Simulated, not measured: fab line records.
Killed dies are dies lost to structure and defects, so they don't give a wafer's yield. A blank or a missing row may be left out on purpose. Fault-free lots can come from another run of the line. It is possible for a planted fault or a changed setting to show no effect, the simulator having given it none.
Which tool did it?    flow n5-finfet    24 lots, 72 wafers sampled, at 5 steps of a route of 1938

== WHAT THE GAUGES READ, wafer by wafer ==
N5_BEOL_M8_INSPECT_30: inspects for defects (brightfield). Usual: raw-defect-count 416, standard deviation 83.
lot   measured      on                 raw-defect-count  flag
L076  day 9 09:22   defect-inspect-02  286 406 471       
L074  day 9 11:23   defect-inspect-02  407 543 471       
L075  day 10 03:28  defect-inspect-02  303 340 393       
L077  day 10 03:17  defect-inspect-02  339 298 392       
L078  day 10 09:47  defect-inspect-02  386 582 441       
L079  day 10 17:48  defect-inspect-02  389 463 424       
L081  day 11 04:26  defect-inspect-01  507 514 295       
L082  day 11 04:53  defect-inspect-01  358 296 524       
L083  day 11 12:11  defect-inspect-01  674 341 397       
L080  day 11 14:19  defect-inspect-01  350 501 565       
L084  day 11 20:39  defect-inspect-02  373 344 317       
L085  day 12 06:28  defect-inspect-01  447 442 438       
L086  day 12 19:53  defect-inspect-01  333 429 359       
L087  day 13 04:04  defect-inspect-02  295 268 332       
L088  day 13 07:53  defect-inspect-01  453 494 490       
L090  day 13 12:01  defect-inspect-02  372 440 444       
L091  day 13 15:47  defect-inspect-02  462 469 528       
L089  day 13 22:08  defect-inspect-01  600 543 452       
L092  day 14 03:47  defect-inspect-02  440 477 433       
L094  day 14 05:14  defect-inspect-02  487 431 463       
L093  day 14 08:04  defect-inspect-02  480 428 423       
L095  day 14 15:17  defect-inspect-01  361 394 326       
L096  day 15 08:08  defect-inspect-01  390 297 404       
L097  day 15 14:50  defect-inspect-01  417 399 540       

N5_BEOL_M8_OCD_MEAS_38. Usual: trench-depth-nm 93.0 nm, standard deviation 1.5.
lot   measured      on      trench-depth-nm (nm)  flag
L076  day 9 09:50   ocd-01  96.5 91.0 91.5        
L074  day 9 11:51   ocd-01  93.2 93.5 92.0        
L075  day 10 03:56  ocd-02  92.8 94.5 93.4        
L077  day 10 03:45  ocd-01  90.8 93.2 92.4        
L078  day 10 10:24  ocd-02  93.1 93.3 94.5        
L079  day 10 18:47  ocd-02  91.5 95.2 91.1        
L081  day 11 05:07  ocd-02  91.8 91.8 91.2        
L082  day 11 05:35  ocd-02  94.4 94.8 93.7        
L083  day 11 12:39  ocd-01  91.0 93.2 90.7        
L080  day 11 14:47  ocd-01  91.5 96.1 91.0        
L084  day 11 21:10  ocd-01  92.5 95.8 93.0        
L085  day 12 06:56  ocd-01  94.7 92.1 92.4        
L086  day 12 20:21  ocd-01  91.8 92.0 92.4        
L087  day 13 04:32  ocd-01  93.2 92.0 94.7        
L088  day 13 08:21  ocd-02  92.4 95.2 94.2        
L090  day 13 12:39  ocd-02  92.3 93.5 93.4        
L091  day 13 16:30  ocd-02  93.2 93.3 97.2        
L089  day 13 22:36  ocd-01  92.2 95.2 93.3        
L092  day 14 04:15  ocd-02  94.0 91.8 91.4        
L094  day 14 05:48  ocd-01  94.1 93.5 93.6        
L093  day 14 08:50  ocd-01  92.8 92.3 90.1        
L095  day 14 16:05  ocd-01  90.8 95.3 93.1        
L096  day 15 08:56  ocd-01  96.0 91.5 92.3        
L097  day 15 15:53  ocd-02  91.8 94.6 92.4        

== WHAT TOOL EACH LOT RAN ON (gives the tool, then ch and the chambers of the sampled wafers, and finally the start) ==
lot   N5_BEOL_M7_PRE_CLEAN_45       N5_BEOL_M8_STRIP_67                 N5_BEOL_M8_DESCUM_33
L076  pvd-sputter-02, day 9 01:51   rie-diel-05 ch 1,2,3, day 9 08:35   rie-diel-05 ch 1,2,3, day 9 09:24
L074  pvd-sputter-02, day 9 02:22   rie-diel-02 ch 0,2,3, day 9 10:38   rie-diel-05 ch 0,2,3, day 9 11:25
L075  pvd-sputter-02, day 9 17:55   rie-diel-05 ch 1,2,3, day 10 02:39  rie-diel-04 ch 0,2, day 10 03:31
L077  pvd-sputter-01, day 9 18:48   rie-diel-04 ch 0,1,2, day 10 01:49  rie-diel-02 ch 0,3, day 10 03:19
L078  pvd-sputter-01, day 10 00:35  rie-diel-05 ch 1,2, day 10 08:58    rie-diel-02 ch 0,1,2, day 10 09:58
L079  pvd-sputter-01, day 10 12:24  rie-diel-04 ch 0,2,3, day 10 16:20  rie-diel-05 ch 1,3, day 10 18:21
L081  pvd-sputter-01, day 10 21:59  rie-diel-04 ch 0,3, day 11 03:23    rie-diel-02 ch 0,3, day 11 04:41
L082  pvd-sputter-02, day 10 23:38  rie-diel-05 ch 1,2, day 11 03:43    rie-diel-04 ch 2,3, day 11 05:09
L083  pvd-sputter-01, day 11 06:50  rie-diel-02 ch 0,2, day 11 11:33    rie-diel-02 ch 0,1,3, day 11 12:13
L080  pvd-sputter-01, day 11 07:02  rie-diel-05 ch 1,2,3, day 11 11:35  rie-diel-05 ch 0,1,3, day 11 14:21
L084  pvd-sputter-01, day 11 12:53  rie-diel-05 ch 1,2, day 11 18:48    rie-diel-05 ch 1,2, day 11 20:44
L085  pvd-sputter-03, day 12 00:35  rie-diel-04 ch 1,3, day 12 05:17    rie-diel-02 ch 0,1,3, day 12 06:31
L086  pvd-sputter-02, day 12 14:44  rie-diel-02 ch 0,1,2, day 12 19:13  rie-diel-05 ch 0,2,3, day 12 19:55
L087  pvd-sputter-03, day 12 23:37  rie-diel-05 ch 0,2,3, day 13 02:49  rie-diel-02 ch 0,1,3, day 13 04:07
L088  pvd-sputter-02, day 13 02:28  rie-diel-05 ch 0,2, day 13 05:44    rie-diel-02 ch 0,1, day 13 07:55
L090  pvd-sputter-03, day 13 05:37  rie-diel-05 ch 0,1, day 13 09:42    rie-diel-04 ch 0,3, day 13 12:13
L091  pvd-sputter-02, day 13 10:21  rie-diel-04 ch 1,2,3, day 13 13:45  rie-diel-05 ch 0,1,2, day 13 16:04
L089  pvd-sputter-02, day 13 16:53  rie-diel-05 ch 1,2, day 13 20:55    rie-diel-02 ch 0,1,2, day 13 22:10
L092  pvd-sputter-02, day 13 23:08  rie-diel-05 ch 1,2, day 14 03:00    rie-diel-02 ch 0,1,2, day 14 03:49
L094  pvd-sputter-03, day 14 00:27  rie-diel-04 ch 0,2,3, day 14 04:34  rie-diel-04 ch 0,2,3, day 14 05:22
L093  pvd-sputter-02, day 14 02:31  rie-diel-02 ch 0,2, day 14 07:11    rie-diel-04 ch 1,2,3, day 14 08:24
L095  pvd-sputter-03, day 14 09:56  rie-diel-04 ch 0,1,2, day 14 14:32  rie-diel-05 ch 0,1,2, day 14 15:40
L096  pvd-sputter-02, day 14 22:41  rie-diel-04 ch 0,3, day 15 04:14    rie-diel-02 ch 1,2,3, day 15 08:31
L097  pvd-sputter-02, day 15 04:37  rie-diel-05 ch 0,1, day 15 11:07    rie-diel-02 ch 0,1,3, day 15 15:28
- N5_BEOL_M7_PRE_CLEAN_45: time 30 s.
- N5_BEOL_M8_STRIP_67: strips in CF4.
- N5_BEOL_M8_DESCUM_33: chemistry O2, time 7 s.

== AS READ BY THE TOOLS THEMSELVES (means over the sampled wafers that have a number; for cases with no such wafer, the mark the record gives instead) ==
N5_BEOL_M7_PRE_CLEAN_45. Usual: heater-power-w 330 W, standard deviation 24.
lot   tool            heater-power-w (W)  flag
L076  pvd-sputter-02  332                 
L074  pvd-sputter-02  329                 
L075  pvd-sputter-02  332                 
L077  pvd-sputter-01  322                 
L078  pvd-sputter-01  343                 
L079  pvd-sputter-01  347                 
L081  pvd-sputter-01  338                 
L082  pvd-sputter-02  328                 
L083  pvd-sputter-01  329                 
L080  pvd-sputter-01  337                 
L084  pvd-sputter-01  344                 
L085  pvd-sputter-03  321                 
L086  pvd-sputter-02  313                 
L087  pvd-sputter-03  346                 
L088  pvd-sputter-02  323                 
L090  pvd-sputter-03  346                 
L091  pvd-sputter-02  336                 
L089  pvd-sputter-02  327                 
L092  pvd-sputter-02  319                 
L094  pvd-sputter-03  352                 
L093  pvd-sputter-02  315                 
L095  pvd-sputter-03  314                 
L096  pvd-sputter-02  325                 
L097  pvd-sputter-02  318                 

N5_BEOL_M8_STRIP_67. Usual: drypump-motor-current-A 5.6 A, standard deviation 0.34; oes-product-au 0.79 a.u., standard deviation 0.085; rf-vpp-V 271.5 V, standard deviation 1.5; showerhead-plenum-p-Torr 1.81 Torr, standard deviation 0.053; throttle-valve-pct 13.47 %, standard deviation 0.2.
lot   tool         drypump-motor-current-A (A)  oes-product-au (a.u.)  rf-vpp-V (V)  showerhead-plenum-p-Torr (Torr)  throttle-valve-pct (%)  flag
L076  rie-diel-05  5.6                          0.79                   271.1         1.80                             13.45                   
L074  rie-diel-02  5.8                          0.81                   269.8         1.76                             13.51                   
L075  rie-diel-05  5.6                          0.78                   272.0         1.80                             13.47                   
L077  rie-diel-04  5.7                          0.79                   270.8         1.79                             13.45                   
L078  rie-diel-05  5.5                          0.85                   270.5         1.80                             13.39                   
L079  rie-diel-04  5.5                          0.78                   273.3         1.84                             13.53                   
L081  rie-diel-04  5.6                          0.78                   271.3         1.81                             13.45                   
L082  rie-diel-05  5.7                          0.77                   272.1         1.82                             13.41                   
L083  rie-diel-02  6.2                          0.75                   270.4         1.75                             13.52                   
L080  rie-diel-05  5.6                          0.76                   271.3         1.80                             13.49                   
L084  rie-diel-05  5.7                          0.76                   271.3         1.82                             13.41                   
L085  rie-diel-04  5.3                          0.86                   270.8         1.78                             13.11                   
L086  rie-diel-02  5.8                          0.78                   269.9         1.78                             13.53                   
L087  rie-diel-05  5.7                          0.73                   271.8         1.84                             13.57                   
L088  rie-diel-05  5.7                          0.73                   273.3         1.86                             13.48                   
L090  rie-diel-05  5.5                          0.86                   271.0         1.81                             13.51                   
L091  rie-diel-04  5.4                          0.80                   272.5         1.82                             13.39                   
L089  rie-diel-05  5.6                          0.74                   271.3         1.81                             13.45                   
L092  rie-diel-05  5.5                          0.80                   271.5         1.79                             13.48                   
L094  rie-diel-04  5.5                          0.75                   271.6         1.83                             13.58                   
L093  rie-diel-02  6.2                          0.73                   269.5         1.74                             13.57                   
L095  rie-diel-04  5.7                          0.75                   271.4         1.78                             13.52                   
L096  rie-diel-04  5.6                          0.75                   271.3         1.80                             13.53                   
L097  rie-diel-05  5.5                          0.83                   271.4         1.80                             13.56                   

N5_BEOL_M8_DESCUM_33. Usual: drypump-motor-current-A 5.6 A, standard deviation 0.41; oes-product-au 0.79 a.u., standard deviation 0.08; rf-vpp-V 243.1 V, standard deviation 1.3; showerhead-plenum-p-Torr 2.09 Torr, standard deviation 0.063; throttle-valve-pct 20.33 %, standard deviation 0.17.
lot   tool         drypump-motor-current-A (A)  oes-product-au (a.u.)  rf-vpp-V (V)  showerhead-plenum-p-Torr (Torr)  throttle-valve-pct (%)  flag
L076  rie-diel-05  5.6                          0.79                   243.5         2.10                             20.24                   
L074  rie-diel-05  5.7                          0.74                   244.5         2.15                             20.23                   
L075  rie-diel-04  5.8                          0.75                   243.4         2.11                             20.42                   
L077  rie-diel-02  5.5                          0.84                   242.9         2.06                             20.37                   
L078  rie-diel-02  5.8                          0.81                   243.1         2.07                             20.30                   
L079  rie-diel-05  5.6                          0.78                   242.5         2.07                             20.43                   
L081  rie-diel-02  5.5                          0.82                   242.5         2.06                             20.39                   
L082  rie-diel-04  5.2                          0.81                   244.2         2.20                             20.36                   
L083  rie-diel-02  5.4                          0.83                   242.8         2.08                             20.32                   
L080  rie-diel-05  5.6                          0.81                   242.6         2.11                             20.39                   
L084  rie-diel-05  5.7                          0.76                   243.6         2.11                             20.11                   
L085  rie-diel-02  5.4                          0.82                   243.2         2.08                             20.32                   
L086  rie-diel-05  5.7                          0.73                   243.4         2.14                             20.27                   
L087  rie-diel-02  5.4                          0.82                   242.7         2.07                             20.34                   
L088  rie-diel-02  5.4                          0.82                   242.8         2.10                             20.27                   
L090  rie-diel-04  5.3                          0.80                   243.7         2.16                             20.31                   
L091  rie-diel-05  5.6                          0.79                   243.6         2.13                             20.24                   
L089  rie-diel-02  5.8                          0.78                   242.2         2.06                             20.34                   
L092  rie-diel-02  5.8                          0.77                   242.5         2.06                             20.36                   
L094  rie-diel-04  5.5                          0.75                   244.0         2.14                             20.44                   
L093  rie-diel-04  5.4                          0.79                   244.2         2.13                             20.34                   
L095  rie-diel-05  5.6                          0.78                   243.6         2.13                             20.28                   
L096  rie-diel-02  5.8                          0.79                   242.6         2.04                             20.44                   
L097  rie-diel-02  5.4                          0.80                   243.4         2.07                             20.37                   

== THE ANSWER, worked out from the rows above alone ==
Rule: a lot is off if the mean of its wafers that have a number lies more than 3 standard deviations from the usual mean. Also off: a lot with no number at a reading for which 4 or more lots have one. The other lots that the step has rows for count as sound. The gauges are gone through in route order, then the tools' own readings, and for those a lot's mean is taken as printed above. The first step at which some lot is off is used, and at that step the reading that is off furthest; a lot without a number counts as furthest.
None of the lots is off at any reading shown; this tells nothing.

== WHAT THE SIMULATOR HAD PUT IN ==
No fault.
